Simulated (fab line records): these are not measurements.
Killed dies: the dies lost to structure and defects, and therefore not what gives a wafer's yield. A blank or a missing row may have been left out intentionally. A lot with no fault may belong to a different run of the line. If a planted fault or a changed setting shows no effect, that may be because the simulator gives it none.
The tool behind it: which one? || flow n5_finfet || 24 lots, 72 wafers sampled, at 4 steps of a route of 1938

WHAT THE GAUGES READ, wafer by wafer
N5_BEOL_M9_OVL_MEAS_29. Usual: V8_OVL -0.1 nm, standard deviation 0.72.
{"lot": "L074", "measured": "day 9 10:55", "on": "overlay-02", "V8_OVL (nm)": "-0.7 -0.1 0.8", "flag": ""}
{"lot": "L076", "measured": "day 9 22:14", "on": "overlay-02", "V8_OVL (nm)": "-0.6 0.2 0.8", "flag": ""}
{"lot": "L075", "measured": "day 10 11:17", "on": "overlay-01", "V8_OVL (nm)": "0.9 -0.3 0.1", "flag": ""}
{"lot": "L077", "measured": "day 10 17:44", "on": "overlay-01", "V8_OVL (nm)": "-1.5 0.6 -0.9", "flag": ""}
{"lot": "L078", "measured": "day 11 07:05", "on": "overlay-01", "V8_OVL (nm)": "0.2 -0.4 0.4", "flag": ""}
{"lot": "L079", "measured": "day 11 14:10", "on": "overlay-01", "V8_OVL (nm)": "0.7 -0.1 -0.1", "flag": ""}
{"lot": "L080", "measured": "day 11 23:28", "on": "overlay-01", "V8_OVL (nm)": "-0.2 0.3 -0.2", "flag": ""}
{"lot": "L083", "measured": "day 12 07:03", "on": "overlay-01", "V8_OVL (nm)": "0.2 0.4 0.9", "flag": ""}
{"lot": "L081", "measured": "day 12 15:32", "on": "overlay-02", "V8_OVL (nm)": "-0.1 -1.4 -1.7", "flag": ""}
{"lot": "L082", "measured": "day 12 15:22", "on": "overlay-02", "V8_OVL (nm)": "-1.0 0.1 -1.0", "flag": ""}
{"lot": "L084", "measured": "day 13 00:02", "on": "overlay-02", "V8_OVL (nm)": "1.0 -1.2 0.6", "flag": ""}
{"lot": "L085", "measured": "day 13 08:22", "on": "overlay-01", "V8_OVL (nm)": "-0.5 -0.5 -1.2", "flag": ""}
{"lot": "L089", "measured": "day 13 17:17", "on": "overlay-02", "V8_OVL (nm)": "0.8 -0.3 1.6", "flag": ""}
{"lot": "L086", "measured": "day 13 17:20", "on": "overlay-01", "V8_OVL (nm)": "0.0 -0.5 0.4", "flag": ""}
{"lot": "L087", "measured": "day 13 23:53", "on": "overlay-01", "V8_OVL (nm)": "-0.8 1.0 0.4", "flag": ""}
{"lot": "L088", "measured": "day 14 01:10", "on": "overlay-02", "V8_OVL (nm)": "-0.1 -0.4 -0.2", "flag": ""}
{"lot": "L090", "measured": "day 14 06:52", "on": "overlay-01", "V8_OVL (nm)": "0.1 0.2 1.3", "flag": ""}
{"lot": "L092", "measured": "day 14 11:17", "on": "overlay-02", "V8_OVL (nm)": "0.6 -1.0 0.3", "flag": ""}
{"lot": "L093", "measured": "day 14 12:22", "on": "overlay-02", "V8_OVL (nm)": "0.5 0.5 -0.5", "flag": ""}
{"lot": "L091", "measured": "day 14 20:02", "on": "overlay-02", "V8_OVL (nm)": "-1.2 -1.1 -2.2", "flag": ""}
{"lot": "L094", "measured": "day 15 13:24", "on": "overlay-01", "V8_OVL (nm)": "-0.4 0.1 0.0", "flag": ""}
{"lot": "L095", "measured": "day 15 13:34", "on": "overlay-02", "V8_OVL (nm)": "-0.8 0.4 -0.8", "flag": ""}
{"lot": "L097", "measured": "day 16 02:31", "on": "overlay-02", "V8_OVL (nm)": "0.1 0.6 -0.1", "flag": ""}
{"lot": "L096", "measured": "day 16 19:27", "on": "overlay-01", "V8_OVL (nm)": "1.2 -1.3 0.9", "flag": ""}

TOOL THAT RAN EACH LOT (tool first, then ch and the chambers of the sampled wafers, then the start)
{"lot": "L074", "N5_BEOL_M9_CURE_71": "uv_cure-02 ch 0, day 9 08:08", "N5_BEOL_M9_HM_DEP_02": "pvd_sputter-01, day 9 09:03", "N5_BEOL_M9_STRIP_19": "rie_diel-05 ch 0,2,3, day 9 10:23"}
{"lot": "L076", "N5_BEOL_M9_CURE_71": "uv_cure-02 ch 2, day 9 18:58", "N5_BEOL_M9_HM_DEP_02": "pvd_sputter-03, day 9 20:09", "N5_BEOL_M9_STRIP_19": "rie_diel-06 ch 0,1,2, day 9 21:07"}
{"lot": "L075", "N5_BEOL_M9_CURE_71": "uv_cure-01 ch 2, day 10 02:50", "N5_BEOL_M9_HM_DEP_02": "pvd_sputter-02, day 10 05:50", "N5_BEOL_M9_STRIP_19": "rie_diel-06 ch 0,1,3, day 10 06:57"}
{"lot": "L077", "N5_BEOL_M9_CURE_71": "uv_cure-03 ch 0, day 10 14:02", "N5_BEOL_M9_HM_DEP_02": "pvd_sputter-02, day 10 16:14", "N5_BEOL_M9_STRIP_19": "rie_diel-03 ch 0,1,2, day 10 17:19"}
{"lot": "L078", "N5_BEOL_M9_CURE_71": "uv_cure-02 ch 2, day 11 01:03", "N5_BEOL_M9_HM_DEP_02": "pvd_sputter-03, day 11 02:15", "N5_BEOL_M9_STRIP_19": "rie_diel-05 ch 1,2,3, day 11 03:28"}
{"lot": "L079", "N5_BEOL_M9_CURE_71": "uv_cure-02 ch 2, day 11 10:24", "N5_BEOL_M9_HM_DEP_02": "pvd_sputter-02, day 11 12:47", "N5_BEOL_M9_STRIP_19": "rie_diel-05 ch 0,1, day 11 13:45"}
{"lot": "L080", "N5_BEOL_M9_CURE_71": "uv_cure-01 ch 1, day 11 18:03", "N5_BEOL_M9_HM_DEP_02": "pvd_sputter-02, day 11 20:47", "N5_BEOL_M9_STRIP_19": "rie_diel-06 ch 0,1,2, day 11 21:46"}
{"lot": "L083", "N5_BEOL_M9_CURE_71": "uv_cure-03 ch 0, day 12 01:40", "N5_BEOL_M9_HM_DEP_02": "pvd_sputter-03, day 12 03:31", "N5_BEOL_M9_STRIP_19": "rie_diel-03 ch 1,2, day 12 04:29"}
{"lot": "L081", "N5_BEOL_M9_CURE_71": "uv_cure-02 ch 1, day 12 11:24", "N5_BEOL_M9_HM_DEP_02": "pvd_sputter-01, day 12 12:47", "N5_BEOL_M9_STRIP_19": "rie_diel-05 ch 2,3, day 12 13:58"}
{"lot": "L082", "N5_BEOL_M9_CURE_71": "uv_cure-01 ch 1, day 12 11:53", "N5_BEOL_M9_HM_DEP_02": "pvd_sputter-03, day 12 13:01", "N5_BEOL_M9_STRIP_19": "rie_diel-06 ch 0,1, day 12 14:00"}
{"lot": "L084", "N5_BEOL_M9_CURE_71": "uv_cure-01 ch 1, day 12 21:20", "N5_BEOL_M9_HM_DEP_02": "pvd_sputter-03, day 12 22:16", "N5_BEOL_M9_STRIP_19": "rie_diel-06 ch 0,1,2, day 12 23:19"}
{"lot": "L085", "N5_BEOL_M9_CURE_71": "uv_cure-03 ch 1, day 13 04:37", "N5_BEOL_M9_HM_DEP_02": "pvd_sputter-02, day 13 05:34", "N5_BEOL_M9_STRIP_19": "rie_diel-06 ch 1,2,3, day 13 06:38"}
{"lot": "L089", "N5_BEOL_M9_CURE_71": "uv_cure-01 ch 0, day 13 12:36", "N5_BEOL_M9_HM_DEP_02": "pvd_sputter-02, day 13 15:00", "N5_BEOL_M9_STRIP_19": "rie_diel-03 ch 0,1,2, day 13 16:05"}
{"lot": "L086", "N5_BEOL_M9_CURE_71": "uv_cure-03 ch 1, day 13 13:44", "N5_BEOL_M9_HM_DEP_02": "pvd_sputter-03, day 13 15:22", "N5_BEOL_M9_STRIP_19": "rie_diel-06 ch 1,2, day 13 16:20"}
{"lot": "L087", "N5_BEOL_M9_CURE_71": "uv_cure-01 ch 1, day 13 20:56", "N5_BEOL_M9_HM_DEP_02": "pvd_sputter-03, day 13 22:23", "N5_BEOL_M9_STRIP_19": "rie_diel-03 ch 0,1, day 13 23:25"}
{"lot": "L088", "N5_BEOL_M9_CURE_71": "uv_cure-02 ch 2, day 13 22:44", "N5_BEOL_M9_HM_DEP_02": "pvd_sputter-01, day 13 23:30", "N5_BEOL_M9_STRIP_19": "rie_diel-06 ch 0,2,3, day 14 00:34"}
{"lot": "L090", "N5_BEOL_M9_CURE_71": "uv_cure-03 ch 2, day 14 03:59", "N5_BEOL_M9_HM_DEP_02": "pvd_sputter-03, day 14 05:06", "N5_BEOL_M9_STRIP_19": "rie_diel-05 ch 1,2,3, day 14 05:56"}
{"lot": "L092", "N5_BEOL_M9_CURE_71": "uv_cure-03 ch 2, day 14 07:50", "N5_BEOL_M9_HM_DEP_02": "pvd_sputter-01, day 14 09:53", "N5_BEOL_M9_STRIP_19": "rie_diel-06 ch 0,1,2, day 14 10:43"}
{"lot": "L093", "N5_BEOL_M9_CURE_71": "uv_cure-03 ch 2, day 14 09:32", "N5_BEOL_M9_HM_DEP_02": "pvd_sputter-02, day 14 10:57", "N5_BEOL_M9_STRIP_19": "rie_diel-05 ch 1,2, day 14 11:55"}
{"lot": "L091", "N5_BEOL_M9_CURE_71": "uv_cure-01 ch 0, day 14 14:55", "N5_BEOL_M9_HM_DEP_02": "pvd_sputter-01, day 14 16:06", "N5_BEOL_M9_STRIP_19": "rie_diel-03 ch 0,3, day 14 17:07"}
{"lot": "L094", "N5_BEOL_M9_CURE_71": "uv_cure-01 ch 2, day 15 08:35", "N5_BEOL_M9_HM_DEP_02": "pvd_sputter-03, day 15 10:37", "N5_BEOL_M9_STRIP_19": "rie_diel-05 ch 0,1,3, day 15 11:35"}
{"lot": "L095", "N5_BEOL_M9_CURE_71": "uv_cure-03 ch 2, day 15 08:45", "N5_BEOL_M9_HM_DEP_02": "pvd_sputter-01, day 15 10:40", "N5_BEOL_M9_STRIP_19": "rie_diel-03 ch 1,2, day 15 11:50"}
{"lot": "L097", "N5_BEOL_M9_CURE_71": "uv_cure-03 ch 2, day 15 20:28", "N5_BEOL_M9_HM_DEP_02": "pvd_sputter-01, day 15 23:23", "N5_BEOL_M9_STRIP_19": "rie_diel-05 ch 0,1,3, day 16 00:31"}
{"lot": "L096", "N5_BEOL_M9_CURE_71": "uv_cure-02 ch 1, day 16 14:35", "N5_BEOL_M9_HM_DEP_02": "pvd_sputter-03, day 16 16:56", "N5_BEOL_M9_STRIP_19": "rie_diel-06 ch 1,2,3, day 16 18:08"}
- N5_BEOL_M9_CURE_71: cures SiCOH lowk, time 240 s.
- N5_BEOL_M9_HM_DEP_02: deposits TiN, target thk 20 nm.
- N5_BEOL_M9_STRIP_19: strips in O2.

WHAT THE TOOLS THEMSELVES READ (means of the sampled wafers that have a number; where no wafer has one, the mark that the record gives instead)
N5_BEOL_M9_CURE_71. Usual: lamp_power_pct 52.31 %, standard deviation 0.058; wafer_temp_C_max 386.8, standard deviation 0.8.
{"lot": "L074", "tool": "uv_cure-02", "lamp_power_pct (%)": 52.29, "wafer_temp_C_max": 386.4, "flag": ""}
{"lot": "L076", "tool": "uv_cure-02", "lamp_power_pct (%)": 52.31, "wafer_temp_C_max": 386.4, "flag": ""}
{"lot": "L075", "tool": "uv_cure-01", "lamp_power_pct (%)": 52.36, "wafer_temp_C_max": 386.8, "flag": ""}
{"lot": "L077", "tool": "uv_cure-03", "lamp_power_pct (%)": 52.31, "wafer_temp_C_max": 386.3, "flag": ""}
{"lot": "L078", "tool": "uv_cure-02", "lamp_power_pct (%)": 52.37, "wafer_temp_C_max": 386.5, "flag": ""}
{"lot": "L079", "tool": "uv_cure-02", "lamp_power_pct (%)": 52.29, "wafer_temp_C_max": 386.3, "flag": ""}
{"lot": "L080", "tool": "uv_cure-01", "lamp_power_pct (%)": 52.31, "wafer_temp_C_max": 387.7, "flag": ""}
{"lot": "L083", "tool": "uv_cure-03", "lamp_power_pct (%)": 52.26, "wafer_temp_C_max": 386.5, "flag": ""}
{"lot": "L081", "tool": "uv_cure-02", "lamp_power_pct (%)": 52.34, "wafer_temp_C_max": 387.7, "flag": ""}
{"lot": "L082", "tool": "uv_cure-01", "lamp_power_pct (%)": 52.30, "wafer_temp_C_max": 388.0, "flag": ""}
{"lot": "L084", "tool": "uv_cure-01", "lamp_power_pct (%)": 52.31, "wafer_temp_C_max": 388.1, "flag": ""}
{"lot": "L085", "tool": "uv_cure-03", "lamp_power_pct (%)": 52.25, "wafer_temp_C_max": 387.1, "flag": ""}
{"lot": "L089", "tool": "uv_cure-01", "lamp_power_pct (%)": 52.39, "wafer_temp_C_max": 386.7, "flag": ""}
{"lot": "L086", "tool": "uv_cure-03", "lamp_power_pct (%)": 52.35, "wafer_temp_C_max": 387.4, "flag": ""}
{"lot": "L087", "tool": "uv_cure-01", "lamp_power_pct (%)": 52.31, "wafer_temp_C_max": 388.6, "flag": ""}
{"lot": "L088", "tool": "uv_cure-02", "lamp_power_pct (%)": 52.30, "wafer_temp_C_max": 386.5, "flag": ""}
{"lot": "L090", "tool": "uv_cure-03", "lamp_power_pct (%)": 52.28, "wafer_temp_C_max": 386.1, "flag": ""}
{"lot": "L092", "tool": "uv_cure-03", "lamp_power_pct (%)": 52.33, "wafer_temp_C_max": 386.2, "flag": ""}
{"lot": "L093", "tool": "uv_cure-03", "lamp_power_pct (%)": 52.29, "wafer_temp_C_max": 386.2, "flag": ""}
{"lot": "L091", "tool": "uv_cure-01", "lamp_power_pct (%)": 52.31, "wafer_temp_C_max": 386.4, "flag": ""}
{"lot": "L094", "tool": "uv_cure-01", "lamp_power_pct (%)": 52.37, "wafer_temp_C_max": 386.7, "flag": ""}
{"lot": "L095", "tool": "uv_cure-03", "lamp_power_pct (%)": 52.29, "wafer_temp_C_max": 386.2, "flag": ""}
{"lot": "L097", "tool": "uv_cure-03", "lamp_power_pct (%)": 52.28, "wafer_temp_C_max": 386.1, "flag": ""}
{"lot": "L096", "tool": "uv_cure-02", "lamp_power_pct (%)": 52.34, "wafer_temp_C_max": 387.5, "flag": ""}

N5_BEOL_M9_HM_DEP_02. Usual: throttle_valve_pct 30.3 %, standard deviation 1.2.
{"lot": "L074", "tool": "pvd_sputter-01", "throttle_valve_pct (%)": 30.1, "flag": ""}
{"lot": "L076", "tool": "pvd_sputter-03", "throttle_valve_pct (%)": 30.4, "flag": ""}
{"lot": "L075", "tool": "pvd_sputter-02", "throttle_valve_pct (%)": 31.1, "flag": ""}
{"lot": "L077", "tool": "pvd_sputter-02", "throttle_valve_pct (%)": 31.6, "flag": ""}
{"lot": "L078", "tool": "pvd_sputter-03", "throttle_valve_pct (%)": 30.3, "flag": ""}
{"lot": "L079", "tool": "pvd_sputter-02", "throttle_valve_pct (%)": 30.9, "flag": ""}
{"lot": "L080", "tool": "pvd_sputter-02", "throttle_valve_pct (%)": 30.1, "flag": ""}
{"lot": "L083", "tool": "pvd_sputter-03", "throttle_valve_pct (%)": 30.2, "flag": ""}
{"lot": "L081", "tool": "pvd_sputter-01", "throttle_valve_pct (%)": 30.0, "flag": ""}
{"lot": "L082", "tool": "pvd_sputter-03", "throttle_valve_pct (%)": 30.7, "flag": ""}
{"lot": "L084", "tool": "pvd_sputter-03", "throttle_valve_pct (%)": 29.6, "flag": ""}
{"lot": "L085", "tool": "pvd_sputter-02", "throttle_valve_pct (%)": 30.3, "flag": ""}
{"lot": "L089", "tool": "pvd_sputter-02", "throttle_valve_pct (%)": 29.8, "flag": ""}
{"lot": "L086", "tool": "pvd_sputter-03", "throttle_valve_pct (%)": 29.4, "flag": ""}
{"lot": "L087", "tool": "pvd_sputter-03", "throttle_valve_pct (%)": 30.5, "flag": ""}
{"lot": "L088", "tool": "pvd_sputter-01", "throttle_valve_pct (%)": 29.4, "flag": ""}
{"lot": "L090", "tool": "pvd_sputter-03", "throttle_valve_pct (%)": 30.4, "flag": ""}
{"lot": "L092", "tool": "pvd_sputter-01", "throttle_valve_pct (%)": 30.0, "flag": ""}
{"lot": "L093", "tool": "pvd_sputter-02", "throttle_valve_pct (%)": 30.7, "flag": ""}
{"lot": "L091", "tool": "pvd_sputter-01", "throttle_valve_pct (%)": 30.1, "flag": ""}
{"lot": "L094", "tool": "pvd_sputter-03", "throttle_valve_pct (%)": 30.3, "flag": ""}
{"lot": "L095", "tool": "pvd_sputter-01", "throttle_valve_pct (%)": 29.8, "flag": ""}
{"lot": "L097", "tool": "pvd_sputter-01", "throttle_valve_pct (%)": 29.9, "flag": ""}
{"lot": "L096", "tool": "pvd_sputter-03", "throttle_valve_pct (%)": 30.7, "flag": ""}

N5_BEOL_M9_STRIP_19. Usual: drypump_motor_current_A 5.5 A, standard deviation 0.38; oes_product_au 0.79 a.u., standard deviation 0.087; rf_vpp_V 3.7 V, standard deviation 0.66; showerhead_plenum_p_Torr 2.10 Torr, standard deviation 0.053; throttle_valve_pct 16.66 %, standard deviation 0.21.
{"lot": "L074", "tool": "rie_diel-05", "drypump_motor_current_A (A)": 5.4, "oes_product_au (a.u.)": 0.76, "rf_vpp_V (V)": 3.0, "showerhead_plenum_p_Torr (Torr)": 2.09, "throttle_valve_pct (%)": 16.77, "flag": ""}
{"lot": "L076", "tool": "rie_diel-06", "drypump_motor_current_A (A)": 5.6, "oes_product_au (a.u.)": 0.81, "rf_vpp_V (V)": 3.5, "showerhead_plenum_p_Torr (Torr)": 2.14, "throttle_valve_pct (%)": 16.71, "flag": ""}
{"lot": "L075", "tool": "rie_diel-06", "drypump_motor_current_A (A)": 5.4, "oes_product_au (a.u.)": 0.87, "rf_vpp_V (V)": 3.1, "showerhead_plenum_p_Torr (Torr)": 2.12, "throttle_valve_pct (%)": 16.65, "flag": ""}
{"lot": "L077", "tool": "rie_diel-03", "drypump_motor_current_A (A)": 5.7, "oes_product_au (a.u.)": 0.80, "rf_vpp_V (V)": 4.5, "showerhead_plenum_p_Torr (Torr)": 2.11, "throttle_valve_pct (%)": 16.45, "flag": ""}
{"lot": "L078", "tool": "rie_diel-05", "drypump_motor_current_A (A)": 5.4, "oes_product_au (a.u.)": 0.80, "rf_vpp_V (V)": 3.7, "showerhead_plenum_p_Torr (Torr)": 2.08, "throttle_valve_pct (%)": 16.62, "flag": ""}
{"lot": "L079", "tool": "rie_diel-05", "drypump_motor_current_A (A)": 4.9, "oes_product_au (a.u.)": 0.79, "rf_vpp_V (V)": 3.5, "showerhead_plenum_p_Torr (Torr)": 2.05, "throttle_valve_pct (%)": 16.64, "flag": ""}
{"lot": "L080", "tool": "rie_diel-06", "drypump_motor_current_A (A)": 5.6, "oes_product_au (a.u.)": 0.80, "rf_vpp_V (V)": 3.5, "showerhead_plenum_p_Torr (Torr)": 2.14, "throttle_valve_pct (%)": 16.74, "flag": ""}
{"lot": "L083", "tool": "rie_diel-03", "drypump_motor_current_A (A)": 5.6, "oes_product_au (a.u.)": 0.72, "rf_vpp_V (V)": 2.9, "showerhead_plenum_p_Torr (Torr)": 2.14, "throttle_valve_pct (%)": 16.50, "flag": ""}
{"lot": "L081", "tool": "rie_diel-05", "drypump_motor_current_A (A)": 5.7, "oes_product_au (a.u.)": 0.77, "rf_vpp_V (V)": 3.9, "showerhead_plenum_p_Torr (Torr)": 2.09, "throttle_valve_pct (%)": 16.78, "flag": ""}
{"lot": "L082", "tool": "rie_diel-06", "drypump_motor_current_A (A)": 5.5, "oes_product_au (a.u.)": 0.77, "rf_vpp_V (V)": 3.6, "showerhead_plenum_p_Torr (Torr)": 2.12, "throttle_valve_pct (%)": 16.79, "flag": ""}
{"lot": "L084", "tool": "rie_diel-06", "drypump_motor_current_A (A)": 5.6, "oes_product_au (a.u.)": 0.78, "rf_vpp_V (V)": 3.5, "showerhead_plenum_p_Torr (Torr)": 2.14, "throttle_valve_pct (%)": 16.75, "flag": ""}
{"lot": "L085", "tool": "rie_diel-06", "drypump_motor_current_A (A)": 5.5, "oes_product_au (a.u.)": 0.86, "rf_vpp_V (V)": 3.4, "showerhead_plenum_p_Torr (Torr)": 2.13, "throttle_valve_pct (%)": 16.64, "flag": ""}
{"lot": "L089", "tool": "rie_diel-03", "drypump_motor_current_A (A)": 5.7, "oes_product_au (a.u.)": 0.78, "rf_vpp_V (V)": 3.4, "showerhead_plenum_p_Torr (Torr)": 2.10, "throttle_valve_pct (%)": 16.46, "flag": ""}
{"lot": "L086", "tool": "rie_diel-06", "drypump_motor_current_A (A)": 5.8, "oes_product_au (a.u.)": 0.79, "rf_vpp_V (V)": 3.8, "showerhead_plenum_p_Torr (Torr)": 2.14, "throttle_valve_pct (%)": 16.70, "flag": ""}
{"lot": "L087", "tool": "rie_diel-03", "drypump_motor_current_A (A)": 5.5, "oes_product_au (a.u.)": 0.80, "rf_vpp_V (V)": 4.3, "showerhead_plenum_p_Torr (Torr)": 2.09, "throttle_valve_pct (%)": 16.48, "flag": ""}
{"lot": "L088", "tool": "rie_diel-06", "drypump_motor_current_A (A)": 5.5, "oes_product_au (a.u.)": 0.79, "rf_vpp_V (V)": 4.3, "showerhead_plenum_p_Torr (Torr)": 2.07, "throttle_valve_pct (%)": 16.82, "flag": ""}
{"lot": "L090", "tool": "rie_diel-05", "drypump_motor_current_A (A)": 5.4, "oes_product_au (a.u.)": 0.77, "rf_vpp_V (V)": 3.6, "showerhead_plenum_p_Torr (Torr)": 2.07, "throttle_valve_pct (%)": 16.64, "flag": ""}
{"lot": "L092", "tool": "rie_diel-06", "drypump_motor_current_A (A)": 5.6, "oes_product_au (a.u.)": 0.78, "rf_vpp_V (V)": 3.7, "showerhead_plenum_p_Torr (Torr)": 2.13, "throttle_valve_pct (%)": 16.78, "flag": ""}
{"lot": "L093", "tool": "rie_diel-05", "drypump_motor_current_A (A)": 5.2, "oes_product_au (a.u.)": 0.81, "rf_vpp_V (V)": 3.9, "showerhead_plenum_p_Torr (Torr)": 2.05, "throttle_valve_pct (%)": 16.65, "flag": ""}
{"lot": "L091", "tool": "rie_diel-03", "drypump_motor_current_A (A)": 5.9, "oes_product_au (a.u.)": 0.81, "rf_vpp_V (V)": 3.1, "showerhead_plenum_p_Torr (Torr)": 2.06, "throttle_valve_pct (%)": 16.59, "flag": ""}
{"lot": "L094", "tool": "rie_diel-05", "drypump_motor_current_A (A)": 5.1, "oes_product_au (a.u.)": 0.84, "rf_vpp_V (V)": 4.2, "showerhead_plenum_p_Torr (Torr)": 2.06, "throttle_valve_pct (%)": 16.53, "flag": ""}
{"lot": "L095", "tool": "rie_diel-03", "drypump_motor_current_A (A)": 5.5, "oes_product_au (a.u.)": 0.70, "rf_vpp_V (V)": 3.9, "showerhead_plenum_p_Torr (Torr)": 2.13, "throttle_valve_pct (%)": 16.54, "flag": ""}
{"lot": "L097", "tool": "rie_diel-05", "drypump_motor_current_A (A)": 5.1, "oes_product_au (a.u.)": 0.82, "rf_vpp_V (V)": 3.8, "showerhead_plenum_p_Torr (Torr)": 2.06, "throttle_valve_pct (%)": 16.54, "flag": ""}
{"lot": "L096", "tool": "rie_diel-06", "drypump_motor_current_A (A)": 5.5, "oes_product_au (a.u.)": 0.82, "rf_vpp_V (V)": 3.1, "showerhead_plenum_p_Torr (Torr)": 2.12, "throttle_valve_pct (%)": 16.69, "flag": ""}

THE ANSWER, worked out from the rows above alone
Rule: a lot is off if the mean of its wafers that have a number lies more than 3 standard deviations from the usual mean. Also off: a lot with no number at a reading for which 4 or more lots have one. The other lots that the step has rows for count as sound. Order of review: gauges by route order, followed by the tools' own readings, for which a lot's mean as printed above is used. The first step at which some lot is off is used, and at that step the reading that is off furthest; a lot without a number counts as furthest.
No lot is off on any of the readings shown, so nothing can be concluded from this.

WHAT WAS PUT IN BY THE SIMULATOR
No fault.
